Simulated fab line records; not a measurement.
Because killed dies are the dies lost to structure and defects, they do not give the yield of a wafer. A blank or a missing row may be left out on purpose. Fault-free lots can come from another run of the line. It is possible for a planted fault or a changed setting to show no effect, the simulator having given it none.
Which tool did it? + flow n5 finfet + 7 lots, 21 wafers sampled, at 4 steps of a route of 1938

## WHAT THE GAUGES SHOWED, per wafer
N5_FIN_SAQP_CD_MEAS_31: target cd 8 nm.
| lot  | measured    | on        | cd nm (nm)     |
|------|-------------|-----------|----------------|
| L132 | day 2 19:53 | cd sem-02 | 7.89 8.21 8.18 |
| L134 | day 3 07:50 | cd sem-03 | 8.31 8.30 7.87 |
| L136 | day 3 21:38 | cd sem-01 | 8.13 8.18 8.59 |
| L140 | day 5 02:28 | cd sem-01 | 7.98 8.11 7.73 |
| L143 | day 5 14:17 | cd sem-01 | 8.70 7.93 8.13 |
| L149 | day 7 03:31 | cd sem-01 | 2.97 2.67 3.36 |
| L151 | day 7 13:51 | cd sem-03 | 2.39 2.94 3.30 |

## WHAT TOOL EACH LOT RAN ON (gives the tool, then ch and the chambers of the sampled wafers, and finally the start)
| lot  | N5_FIN_SAQP_SPACER1_ALD_24       | N5_FIN_SAQP_ETCH_69               | N5_FIN_SAQP_SPACER2_ALD_28       |
|------|----------------------------------|-----------------------------------|----------------------------------|
| L132 | ald sin-03 ch 1,3, day 2 16:58   | rie diel-01 ch 0,3, day 2 19:04   | ald sin-03 ch 1,2,3, day 2 19:22 |
| L134 | ald sin-01 ch 1,2, day 3 05:05   | rie diel-03 ch 1,2,3, day 3 06:44 | ald sin-02 ch 0,2,3, day 3 07:02 |
| L136 | ald sin-03 ch 1,2, day 3 18:55   | rie diel-03 ch 1,2, day 3 20:49   | ald sin-01 ch 0,1,3, day 3 21:07 |
| L140 | ald sin-02 ch 0,3, day 4 23:28   | rie diel-01 ch 0,2,3, day 5 01:18 | ald sin-01 ch 0,1,3, day 5 01:47 |
| L143 | ald sin-03 ch 0,1,2, day 5 11:28 | rie diel-04 ch 0,1,2, day 5 13:28 | ald sin-02 ch 0,2,3, day 5 13:46 |
| L149 | ald sin-01 ch 1,2, day 7 00:11   | rie diel-03 ch 2,3, day 7 02:09   | ald sin-02 ch 0,2,3, day 7 03:00 |
| L151 | ald sin-01 ch 0,3, day 7 11:15   | rie diel-04 ch 0,2, day 7 12:56   | ald sin-02 ch 1,3, day 7 13:15   |
- N5_FIN_SAQP_SPACER1_ALD_24: deposits SiO2, target thk 20.3 nm, pulse time 1 s, purge time 2 s.
- N5_FIN_SAQP_ETCH_69: etches SOC in N2/H2, stops on SiNx, target depth 150 nm.
- N5_FIN_SAQP_SPACER2_ALD_28: deposits SiO2, target thk 8.1 nm, pulse time 1 s, purge time 2 s.

## THE ANSWER, worked out from the rows above alone
Rule: the lots themselves supply what counts as usual. The widest of any qualifying gaps counts: lots, ordered by their means at a reading, are off when they make up no more than a third of the lots, leave a main group of 4 or more, and stand apart from it by 3 or more times the standard deviation of that group's means. If all means in a main group match to the digits the tables above print for the reading, that group is not used. A lot without any number at a reading at which 4 lots or more have one is off too. Any other lot the step has rows for is counted as sound.
Off: L149, L151, at N5_FIN_SAQP_CD_MEAS_31 (cd nm). Mean 8.15 nm and standard deviation 0.13 in the main group.
A tool fits if, at a process step before that reading, it ran every lot that is off, and no sound lot after the first of them. The gauges at N5_FIN_SAQP_CD_MEAS_31 are tried like those tools. This does not decide it: 2 tools fit, namely ald sin-01 at N5_FIN_SAQP_SPACER1_ALD_24 and ald sin-02 at N5_FIN_SAQP_SPACER2_ALD_28.

## WHAT THE SIMULATOR HAD PUT IN
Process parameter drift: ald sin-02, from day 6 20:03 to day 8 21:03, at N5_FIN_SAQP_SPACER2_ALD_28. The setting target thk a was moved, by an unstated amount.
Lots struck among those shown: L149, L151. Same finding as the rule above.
